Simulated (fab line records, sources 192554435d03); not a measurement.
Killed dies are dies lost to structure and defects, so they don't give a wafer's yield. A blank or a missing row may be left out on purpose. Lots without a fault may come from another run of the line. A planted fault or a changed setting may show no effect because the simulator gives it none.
Which tool did it? | flow n5_finfet | 22 lots, 66 wafers sampled, at 6 steps of a route of 1938

WHAT THE GAUGES READ, wafer by wafer
The record holds no reading of a measuring or inspecting step that can be judged against a usual standard deviation.

WHICH TOOL RAN EACH LOT (tool, then ch and the chambers of the sampled wafers, then the start)
lot  | N5_SD_EPI_P_DESCUM_14             | N5_ILD0_CMP_07               | N5_ILD0_ALD_15                   | N5_SDB_HM_OPEN_20                 | N5_SDB_CUT_ETCH_26              | N5_SDB_ALD_29
L074 | rie_diel-04 ch 0,2, day 3 05:32   | cmp-01 ch 1,2,3, day 3 12:55 | ald_sin-04 ch 1,2, day 3 14:05   | rie_diel-02 ch 0,1,3, day 3 17:24 | rie_si-06 ch 0,3, day 3 18:34   | ald_sin-01 ch 1,3, day 3 18:46
L075 | rie_diel-04 ch 1,2,3, day 3 15:32 | cmp-03 ch 2,3, day 3 22:52   | ald_sin-01 ch 1,3, day 3 23:56   | rie_diel-02 ch 0,1,2, day 4 03:33 | rie_si-06 ch 0,1,2, day 4 04:10 | ald_sin-03 ch 2,3, day 4 04:20
L076 | rie_diel-05 ch 0,1,2, day 3 18:31 | cmp-03 ch 0,1,3, day 4 02:37 | ald_sin-02 ch 0,2,3, day 4 03:35 | rie_diel-03 ch 1,3, day 4 06:55   | rie_si-06 ch 0,2,3, day 4 07:18 | ald_sin-03 ch 1,2,3, day 4 07:29
L077 | rie_diel-04 ch 1,2, day 4 00:40   | cmp-03 ch 0,1,3, day 4 08:07 | ald_sin-01 ch 0,1, day 4 09:05   | rie_diel-06 ch 0,1,3, day 4 13:10 | rie_si-02 ch 0,1,2, day 4 14:20 | ald_sin-01 ch 0,1,3, day 4 14:32
L078 | rie_diel-05 ch 1,2,3, day 4 06:26 | cmp-03 ch 0,1,2, day 4 13:44 | ald_sin-04 ch 0,1,2, day 4 14:47 | rie_diel-03 ch 0,1,3, day 4 17:59 | rie_si-06 ch 0,2, day 4 18:23   | ald_sin-01 ch 1,3, day 4 18:34
L079 | rie_diel-01 ch 0,1, day 4 14:37   | cmp-01 ch 1,2, day 4 22:07   | ald_sin-01 ch 2,3, day 4 23:10   | rie_diel-03 ch 2,3, day 5 02:34   | rie_si-02 ch 0,1, day 5 02:58   | ald_sin-03 ch 1,2,3, day 5 03:09
L080 | rie_diel-05 ch 0,1, day 4 18:14   | cmp-04 ch 1,2,3, day 5 02:43 | ald_sin-01 ch 0,2,3, day 5 03:38 | rie_diel-03 ch 2,3, day 5 06:50   | rie_si-04 ch 0,2,3, day 5 07:17 | ald_sin-03 ch 0,3, day 5 07:28
L081 | rie_diel-05 ch 0,2, day 5 00:11   | cmp-03 ch 0,2,3, day 5 07:40 | ald_sin-04 ch 1,2,3, day 5 08:39 | rie_diel-02 ch 1,3, day 5 12:14   | rie_si-02 ch 0,1,3, day 5 12:37 | ald_sin-03 ch 1,2,3, day 5 12:48
L082 | rie_diel-05 ch 0,2,3, day 5 06:35 | cmp-04 ch 1,2,3, day 5 13:51 | ald_sin-04 ch 0,1,2, day 5 14:52 | rie_diel-06 ch 0,1,2, day 5 18:11 | rie_si-02 ch 0,2,3, day 5 18:36 | ald_sin-02 ch 0,1,3, day 5 18:47
L083 | rie_diel-05 ch 1,2, day 5 11:35   | cmp-03 ch 1,2, day 5 18:47   | ald_sin-04 ch 0,3, day 5 19:47   | rie_diel-06 ch 0,1,2, day 5 23:01 | rie_si-04 ch 2,3, day 5 23:22   | ald_sin-02 ch 2,3, day 5 23:33
L085 | rie_diel-04 ch 0,1,3, day 6 02:09 | cmp-03 ch 0,1,2, day 6 09:22 | ald_sin-02 ch 1,2, day 6 10:23   | rie_diel-06 ch 0,1, day 6 13:35   | rie_si-02 ch 0,2,3, day 6 13:58 | ald_sin-01 ch 2,3, day 6 14:08
L086 | rie_diel-04 ch 1,3, day 6 08:58   | cmp-04 ch 1,2,3, day 6 16:15 | ald_sin-02 ch 0,1,3, day 6 17:11 | rie_diel-03 ch 0,2,3, day 6 20:28 | rie_si-06 ch 0,2,3, day 6 20:51 | ald_sin-02 ch 1,3, day 6 21:14
L087 | rie_diel-04 ch 2,3, day 6 12:02   | cmp-04 ch 0,1, day 6 20:58   | ald_sin-04 ch 0,3, day 6 21:59   | rie_diel-03 ch 0,3, day 7 01:25   | rie_si-04 ch 0,3, day 7 01:53   | ald_sin-02 ch 0,1, day 7 02:05
L088 | rie_diel-05 ch 1,2,3, day 6 19:57 | cmp-01 ch 0,1,3, day 7 03:17 | ald_sin-02 ch 0,2,3, day 7 04:47 | rie_diel-02 ch 0,1, day 7 08:29   | rie_si-06 ch 0,3, day 7 09:45   | ald_sin-02 ch 0,2,3, day 7 09:56
L089 | rie_diel-04 ch 0,2, day 6 23:16   | cmp-04 ch 2,3, day 7 06:28   | ald_sin-04 ch 0,1, day 7 07:29   | rie_diel-03 ch 0,1,3, day 7 10:50 | rie_si-04 ch 0,2,3, day 7 11:18 | ald_sin-03 ch 1,3, day 7 13:07
L090 | rie_diel-04 ch 0,2,3, day 7 07:39 | cmp-04 ch 0,1,3, day 7 15:33 | ald_sin-04 ch 2,3, day 7 16:39   | rie_diel-02 ch 1,2,3, day 7 20:05 | rie_si-04 ch 1,2, day 7 20:28   | ald_sin-01 ch 2,3, day 7 20:38
L092 | rie_diel-04 ch 0,1,2, day 7 17:10 | cmp-03 ch 1,2,3, day 8 00:23 | ald_sin-04 ch 1,3, day 8 01:23   | rie_diel-02 ch 1,2,3, day 8 05:49 | rie_si-06 ch 1,2,3, day 8 06:13 | ald_sin-02 ch 0,1,2, day 8 06:23
L093 | rie_diel-04 ch 0,1,3, day 7 21:21 | cmp-01 ch 1,3, day 8 05:25   | ald_sin-04 ch 0,1,3, day 8 06:25 | rie_diel-02 ch 0,1,3, day 8 09:50 | rie_si-02 ch 0,1,3, day 8 10:14 | ald_sin-02 ch 1,2, day 8 10:26
L094 | rie_diel-04 ch 2,3, day 8 04:53   | cmp-03 ch 0,1,3, day 8 12:57 | ald_sin-01 ch 0,1,3, day 8 13:58 | rie_diel-06 ch 1,3, day 8 17:18   | rie_si-04 ch 0,2,3, day 8 17:41 | ald_sin-01 ch 0,1,2, day 8 17:52
L095 | rie_diel-05 ch 1,2, day 8 13:04   | cmp-03 ch 1,2,3, day 8 21:35 | ald_sin-04 ch 1,2, day 8 22:29   | rie_diel-06 ch 0,2,3, day 9 01:49 | rie_si-04 ch 0,2,3, day 9 02:11 | ald_sin-01 ch 0,1,3, day 9 02:23
L096 | rie_diel-01 ch 0,2, day 8 18:35   | cmp-03 ch 0,1, day 9 02:10   | ald_sin-04 ch 0,1,3, day 9 03:12 | rie_diel-06 ch 2,3, day 9 06:23   | rie_si-04 ch 1,3, day 9 06:59   | ald_sin-02 ch 1,3, day 9 07:10
L097 | rie_diel-01 ch 1,2,3, day 9 01:29 | cmp-04 ch 0,1,2, day 9 09:56 | ald_sin-02 ch 0,1,3, day 9 10:56 | rie_diel-02 ch 0,2,3, day 9 14:18 | rie_si-04 ch 1,2,3, day 9 14:42 | ald_sin-02 ch 0,1,3, day 9 15:04
- N5_SD_EPI_P_DESCUM_14: chemistry O2, time 7.9 s.
- N5_ILD0_CMP_07: polishes SiO2 flowable, stops on poly-Si, t overpolish 1.18 s, target thk 138.88 nm.
- N5_ILD0_ALD_15: deposits SiNx, target thk 24 nm, pulse time 1 s, ald cycles 480.
- N5_SDB_HM_OPEN_20: chemistry CH3F/O2, target SiNx, stops on poly-Si, target depth 24 nm.
- N5_SDB_CUT_ETCH_26: etches Si in HBr/Cl2/O2, target depth 129.6 nm, bt time 20 s, time 51.8 s.
- N5_SDB_ALD_29: deposits SiNx, target thk 30 nm, pulse time 1 s, ald cycles 600.

WHAT THE TOOLS THEMSELVES READ (means of the sampled wafers that have a number; where no wafer has one, the mark that the record gives instead)
N5_SD_EPI_P_DESCUM_14. Usual: chamber_pressure_mTorr 19.998 mTorr, standard deviation 0.016; drypump_motor_current_A 5.8 A, standard deviation 0.53; oes_product_au 0.78 a.u., standard deviation 0.065; rf_vpp_V 243.6 V, standard deviation 1.3; showerhead_plenum_p_Torr 2.11 Torr, standard deviation 0.064; throttle_valve_pct 20.44 %, standard deviation 0.21.
lot  | tool        | chamber_pressure_mTorr (mTorr) | drypump_motor_current_A (A) | oes_product_au (a.u.) | rf_vpp_V (V) | showerhead_plenum_p_Torr (Torr) | throttle_valve_pct (%) | flag
L074 | rie_diel-04 | 19.995                         | 6.5                         | 0.75                  | 243.6        | 2.10                            | 20.52                  |
L075 | rie_diel-04 | 20.011                         | 5.8                         | 0.76                  | 243.4        | 2.09                            | 20.44                  |
L076 | rie_diel-05 | 19.994                         | 5.5                         | 0.79                  | 243.9        | 2.11                            | 20.33                  |
L077 | rie_diel-04 | 19.995                         | 5.8                         | 0.79                  | 243.3        | 2.09                            | 20.50                  |
L078 | rie_diel-05 | 20.001                         | 5.8                         | 0.78                  | 243.3        | 2.07                            | 20.53                  |
L079 | rie_diel-01 | 20.008                         | 6.3                         | 0.92                  | 245.6        | 2.20                            | 20.22                  |
L080 | rie_diel-05 | 20.012                         | 5.8                         | 0.78                  | 242.7        | 2.08                            | 20.48                  |
L081 | rie_diel-05 | 19.999                         | 5.3                         | 0.79                  | 243.6        | 2.13                            | 20.16                  |
L082 | rie_diel-05 | 20.003                         | 5.7                         | 0.80                  | 244.1        | 2.14                            | 20.35                  |
L083 | rie_diel-05 | 19.997                         | 5.4                         | 0.76                  | 243.1        | 2.06                            | 20.36                  |
L085 | rie_diel-04 | 19.998                         | 5.8                         | 0.73                  | 244.8        | 2.14                            | 20.41                  |
L086 | rie_diel-04 | 20.005                         | 5.5                         | 0.72                  | 243.9        | 2.13                            | 20.34                  |
L087 | rie_diel-04 | 20.008                         | 6.1                         | 0.74                  | 242.0        | 2.05                            | 20.53                  |
L088 | rie_diel-05 | 19.995                         | 5.7                         | 0.77                  | 241.8        | 2.07                            | 20.56                  |
L089 | rie_diel-04 | 19.993                         | 6.5                         | 0.74                  | 242.5        | 2.05                            | 20.61                  |
L090 | rie_diel-04 | 19.999                         | 6.1                         | 0.71                  | 243.0        | 2.09                            | 20.49                  |
L092 | rie_diel-04 | 19.998                         | 6.2                         | 0.75                  | 244.0        | 2.09                            | 20.56                  |
L093 | rie_diel-04 | 19.987                         | 5.8                         | 0.72                  | 244.2        | 2.13                            | 20.41                  |
L094 | rie_diel-04 | 19.987                         | 6.1                         | 0.72                  | 242.5        | 2.04                            | 20.56                  |
L095 | rie_diel-05 | 20.018                         | 5.4                         | 0.75                  | 243.1        | 2.05                            | 20.39                  |
L096 | rie_diel-01 | 19.999                         | 6.3                         | 0.88                  | 244.3        | 2.16                            | 20.39                  |
L097 | rie_diel-01 | 19.996                         | 5.3                         | 0.89                  | 243.3        | 2.10                            | 20.34                  |

N5_ILD0_CMP_07. Usual: motor_current_A 13.5 A, standard deviation 1.7; retaining_ring_pressure_frac 1.000, standard deviation 0.005.
lot  | tool   | motor_current_A (A) | retaining_ring_pressure_frac | flag
L074 | cmp-01 | 14.1                | 1.000                        |
L075 | cmp-03 | 11.5                | 1.000                        |
L076 | cmp-03 | 13.4                | 0.999                        |
L077 | cmp-03 | 13.5                | 1.001                        |
L078 | cmp-03 | 13.0                | 0.999                        |
L079 | cmp-01 | 13.5                | 0.996                        |
L080 | cmp-04 | 13.7                | 0.996                        |
L081 | cmp-03 | 11.7                | 0.999                        |
L082 | cmp-04 | 14.0                | 0.997                        |
L083 | cmp-03 | 14.7                | 0.999                        |
L085 | cmp-03 | 13.5                | 0.997                        |
L086 | cmp-04 | 13.4                | 0.999                        |
L087 | cmp-04 | 13.7                | 0.998                        |
L088 | cmp-01 | 14.6                | 1.002                        |
L089 | cmp-04 | 14.7                | 0.994                        |
L090 | cmp-04 | 13.9                | 0.998                        |
L092 | cmp-03 | 12.7                | 1.004                        |
L093 | cmp-01 | 14.7                | 0.993                        |
L094 | cmp-03 | 13.3                | 1.004                        |
L095 | cmp-03 | 13.1                | 0.997                        |
L096 | cmp-03 | 13.6                | 1.003                        |
L097 | cmp-04 | 13.3                | 0.998                        |

N5_ILD0_ALD_15. Usual: heater_power_w 815 W, standard deviation 65; precursor_pulse_height_rel 0.998, standard deviation 0.021.
lot  | tool       | heater_power_w (W) | precursor_pulse_height_rel | flag
L074 | ald_sin-04 | 847                | 0.974                      |
L075 | ald_sin-01 | 816                | 0.990                      |
L076 | ald_sin-02 | 883                | 1.015                      |
L077 | ald_sin-01 | 774                | 1.006                      |
L078 | ald_sin-04 | 829                | 1.014                      |
L079 | ald_sin-01 | 792                | 1.013                      |
L080 | ald_sin-01 | 818                | 1.018                      |
L081 | ald_sin-04 | 799                | 1.000                      |
L082 | ald_sin-04 | 829                | 1.008                      |
L083 | ald_sin-04 | 787                | 1.002                      |
L085 | ald_sin-02 | 915                | 0.993                      |
L086 | ald_sin-02 | 833                | 0.994                      |
L087 | ald_sin-04 | 746                | 0.982                      |
L088 | ald_sin-02 | 892                | 1.017                      |
L089 | ald_sin-04 | 817                | 1.012                      |
L090 | ald_sin-04 | 815                | 1.018                      |
L092 | ald_sin-04 | 750                | 0.989                      |
L093 | ald_sin-04 | 786                | 0.999                      |
L094 | ald_sin-01 | 816                | 0.999                      |
L095 | ald_sin-04 | 832                | 0.999                      |
L096 | ald_sin-04 | 772                | 0.987                      |
L097 | ald_sin-02 | 839                | 0.995                      |

N5_SDB_HM_OPEN_20. Usual: O2_flow_sccm 20.00 sccm, standard deviation 0.061; chamber_pressure_mTorr 29.999 mTorr, standard deviation 0.025; drypump_motor_current_A 5.7 A, standard deviation 0.47; oes_product_au 0.68 a.u., standard deviation 0.071; rf_vpp_V 298 V, standard deviation 6.5; showerhead_plenum_p_Torr 2.03 Torr, standard deviation 0.061; throttle_valve_pct 16.24 %, standard deviation 0.27.
lot  | tool        | O2_flow_sccm (sccm) | chamber_pressure_mTorr (mTorr) | drypump_motor_current_A (A) | oes_product_au (a.u.) | rf_vpp_V (V) | showerhead_plenum_p_Torr (Torr) | throttle_valve_pct (%) | flag
L074 | rie_diel-02 | 20.01               | 30.020                         | 5.7                         | 0.62                  | 298          | 2.03                            | 16.37                  |
L075 | rie_diel-02 | 20.02               | 29.989                         | 5.9                         | 0.57                  | 299          | 2.01                            | 16.54                  |
L076 | rie_diel-03 | 19.93               | 29.990                         | 5.6                         | 0.69                  | 303          | 1.99                            | 16.20                  |
L077 | rie_diel-06 | 19.96               | 29.994                         | 6.0                         | 0.70                  | 301          | 2.06                            | 16.05                  |
L078 | rie_diel-03 | 19.98               | 30.010                         | 5.8                         | 0.66                  | 297          | 1.98                            | 16.39                  |
L079 | rie_diel-03 | 19.97               | 29.982                         | 5.5                         | 0.76                  | 297          | 2.09                            | 16.24                  |
L080 | rie_diel-03 | 19.97               | 29.992                         | 5.6                         | 0.74                  | 307          | 2.07                            | 16.15                  |
L081 | rie_diel-02 | 20.04               | 30.008                         | 5.2                         | 0.66                  | 297          | 2.04                            | 16.11                  |
L082 | rie_diel-06 | 20.09               | 29.984                         | 5.8                         | 0.71                  | 301          | 2.04                            | 15.97                  |
L083 | rie_diel-06 | 20.00               | 30.015                         | 5.8                         | 0.71                  | 299          | 2.04                            | 15.97                  |
L085 | rie_diel-06 | 19.96               | 29.982                         | 6.1                         | 0.68                  | 299          | 2.00                            | 16.13                  |
L086 | rie_diel-03 | 20.03               | 30.008                         | 5.7                         | 0.72                  | 299          | 2.06                            | 16.36                  |
L087 | rie_diel-03 | 19.96               | 30.012                         | 5.8                         | 0.69                  | 306          | 2.04                            | 16.25                  |
L088 | rie_diel-02 | 20.04               | 30.002                         | 6.0                         | 0.64                  | 300          | 2.02                            | 16.41                  |
L089 | rie_diel-03 | 20.03               | 29.984                         | 5.8                         | 0.72                  | 298          | 2.06                            | 16.26                  |
L090 | rie_diel-02 | 20.01               | 29.994                         | 5.4                         | 0.60                  | 299          | 2.02                            | 16.29                  |
L092 | rie_diel-02 | 19.97               | 29.982                         | 5.4                         | 0.59                  | 298          | 2.02                            | 16.28                  |
L093 | rie_diel-02 | 20.01               | 29.988                         | 5.7                         | 0.67                  | 297          | 2.02                            | 16.30                  |
L094 | rie_diel-06 | 19.98               | 30.002                         | 6.0                         | 0.65                  | 297          | 1.99                            | 16.24                  |
L095 | rie_diel-06 | 20.02               | 30.002                         | 5.7                         | 0.69                  | 301          | 2.09                            | 15.96                  |
L096 | rie_diel-06 | 20.07               | 30.013                         | 5.6                         | 0.67                  | 297          | 2.09                            | 16.06                  |
L097 | rie_diel-02 | 20.05               | 30.012                         | 5.6                         | 0.64                  | 295          | 1.99                            | 16.36                  |

N5_SDB_CUT_ETCH_26. Usual: O2_flow_sccm 12.00 sccm, standard deviation 0.038; chamber_pressure_mTorr 10.000 mTorr, standard deviation 0.0088; drypump_motor_current_A 5.8 A, standard deviation 0.41; oes_product_au 1.005 a.u., standard deviation 0.018; throttle_valve_pct 37.1 %, standard deviation 0.36.
lot  | tool      | O2_flow_sccm (sccm) | chamber_pressure_mTorr (mTorr) | drypump_motor_current_A (A) | oes_product_au (a.u.) | throttle_valve_pct (%) | flag
L074 | rie_si-06 | 12.01               | 10.003                         | 6.1                         | 0.984                 | 37.3                   |
L075 | rie_si-06 | 11.99               | 9.986                          | 5.9                         | 0.991                 | 37.0                   |
L076 | rie_si-06 | 12.02               | 9.998                          | 6.1                         | 0.989                 | 37.1                   |
L077 | rie_si-02 | 12.01               | 10.007                         | 6.1                         | 1.014                 | 37.2                   |
L078 | rie_si-06 | 11.95               | 10.000                         | 6.2                         | 0.979                 | 36.8                   |
L079 | rie_si-02 | 11.96               | 10.000                         | 6.2                         | 1.022                 | 37.2                   |
L080 | rie_si-04 | 11.99               | 9.993                          | 5.6                         | 1.009                 | 36.8                   |
L081 | rie_si-02 | 12.02               | 10.000                         | 6.0                         | 1.019                 | 37.2                   |
L082 | rie_si-02 | 11.98               | 10.004                         | 5.9                         | 1.009                 | 37.3                   |
L083 | rie_si-04 | 12.01               | 10.006                         | 6.1                         | 1.016                 | 37.0                   |
L085 | rie_si-02 | 11.99               | 9.994                          | 5.9                         | 1.012                 | 37.2                   |
L086 | rie_si-06 | 11.97               | 9.991                          | 6.1                         | 0.989                 | 37.1                   |
L087 | rie_si-04 | 11.97               | 9.989                          | 5.3                         | 1.019                 | 36.5                   |
L088 | rie_si-06 | 12.00               | 10.006                         | 6.1                         | 0.986                 | 37.3                   |
L089 | rie_si-04 | 11.99               | 9.999                          | 5.6                         | 1.013                 | 36.8                   |
L090 | rie_si-04 | 12.02               | 9.999                          | 5.7                         | 1.009                 | 37.0                   |
L092 | rie_si-06 | 12.05               | 9.997                          | 5.9                         | 0.995                 | 37.3                   |
L093 | rie_si-02 | 11.99               | 9.993                          | 6.0                         | 1.018                 | 37.2                   |
L094 | rie_si-04 | 11.97               | 10.010                         | 5.6                         | 1.014                 | 36.8                   |
L095 | rie_si-04 | 11.99               | 10.004                         | 5.6                         | 1.014                 | 36.8                   |
L096 | rie_si-04 | 12.02               | 10.000                         | 6.1                         | 1.025                 | 36.8                   |
L097 | rie_si-04 | 12.00               | 10.004                         | 5.9                         | 1.016                 | 37.0                   |

N5_SDB_ALD_29. Usual: heater_power_w 825 W, standard deviation 75; precursor_pulse_height_rel 1.000, standard deviation 0.019.
lot  | tool       | heater_power_w (W) | precursor_pulse_height_rel | flag
L074 | ald_sin-01 | 781                | 0.985                      |
L075 | ald_sin-03 | 714                | 1.009                      |
L076 | ald_sin-03 | 763                | 1.001                      |
L077 | ald_sin-01 | 812                | 1.017                      |
L078 | ald_sin-01 | 798                | 1.024                      |
L079 | ald_sin-03 | 760                | 0.987                      |
L080 | ald_sin-03 | 827                | 0.998                      |
L081 | ald_sin-03 | 765                | 0.994                      |
L082 | ald_sin-02 | 837                | 1.001                      |
L083 | ald_sin-02 | 856                | 1.006                      |
L085 | ald_sin-01 | 834                | 0.982                      |
L086 | ald_sin-02 | 810                | 1.012                      |
L087 | ald_sin-02 | 864                | 0.993                      |
L088 | ald_sin-02 | 888                | 1.003                      |
L089 | ald_sin-03 | 783                | 1.007                      |
L090 | ald_sin-01 | 845                | 0.995                      |
L092 | ald_sin-02 | 897                | 0.987                      |
L093 | ald_sin-02 | 859                | 0.998                      |
L094 | ald_sin-01 | 786                | 0.983                      |
L095 | ald_sin-01 | 808                | 1.009                      |
L096 | ald_sin-02 | 815                | 0.993                      |
L097 | ald_sin-02 | 836                | 0.990                      |

THE ANSWER, worked out from the rows above alone
Rule: a lot is off if the mean of its wafers that have a number lies more than 3 standard deviations from the usual mean. A lot without any number at a reading at which 4 lots or more have one is off too. The other lots that the step has rows for count as sound. The gauges are gone through in route order, then the tools' own readings, and for those a lot's mean is taken as printed above. The first step at which some lot is off is used, and at that step the reading that is off furthest; a lot without a number counts as furthest.
No lot is off at any reading shown: from this, nothing can be told.

WHAT THE SIMULATOR HAD PUT IN
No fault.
